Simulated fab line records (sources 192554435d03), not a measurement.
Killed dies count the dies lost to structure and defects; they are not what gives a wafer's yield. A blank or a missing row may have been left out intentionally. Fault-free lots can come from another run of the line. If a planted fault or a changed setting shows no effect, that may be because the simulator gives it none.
The tool behind it: which one?	flow n5_finfet	route of 1938 steps, sampled at 1 step: 11 lots, 31 wafers

WHAT THE GAUGES SHOWED, per wafer
N5_BEOL_M9_OVL_MEAS_12.
lot	measured	on	M9_OVL (nm)
L867	day 9 06:19	overlay-01	1.0 1.5 1.4
L868	day 9 16:32	overlay-01	-0.7 0.0 -0.1
L871	day 10 02:10	overlay-01	-0.5 -0.3 0.6
L869	day 10 06:19	overlay-02	1.5 1.2 0.9
L875	day 11 12:33	overlay-01	0.7 0.5 0.8
L877	day 11 16:58	overlay-01	1.3 0.2 1.2
L878	day 12 11:13	overlay-01	1.4 1.1 2.2
L880	day 12 17:02	overlay-01	0.7 0.9 0.0
L879	day 12 17:15	overlay-01	0.3 -0.2 0.2
L881	day 12 21:28	overlay-02	0.4 0.7
L883	day 13 15:34	overlay-02	0.9 0.6

WHAT TOOL EACH LOT RAN ON (gives the tool, then ch and the chambers of the sampled wafers, and finally the start)
The record shows no process step preceding these readings.

THE ANSWER, worked out from the rows above alone
Rule: the usual values come from the lots themselves. Put in order of their means at a reading, lots are off if they are a third of the lots or fewer, leave a main group of 4 or more, and stand apart from it by a gap of 3 or more times the standard deviation of the main group's means; of several such gaps the widest counts. Not used: any main group whose means are identical at the precision the tables above print for the reading. A lot without any number at a reading at which 4 lots or more have one is off too. Where the step has rows for the other lots, those lots are counted as sound.
Nothing can be told from this: no lot is off at any reading shown.

WHAT THE SIMULATOR HAD INSERTED
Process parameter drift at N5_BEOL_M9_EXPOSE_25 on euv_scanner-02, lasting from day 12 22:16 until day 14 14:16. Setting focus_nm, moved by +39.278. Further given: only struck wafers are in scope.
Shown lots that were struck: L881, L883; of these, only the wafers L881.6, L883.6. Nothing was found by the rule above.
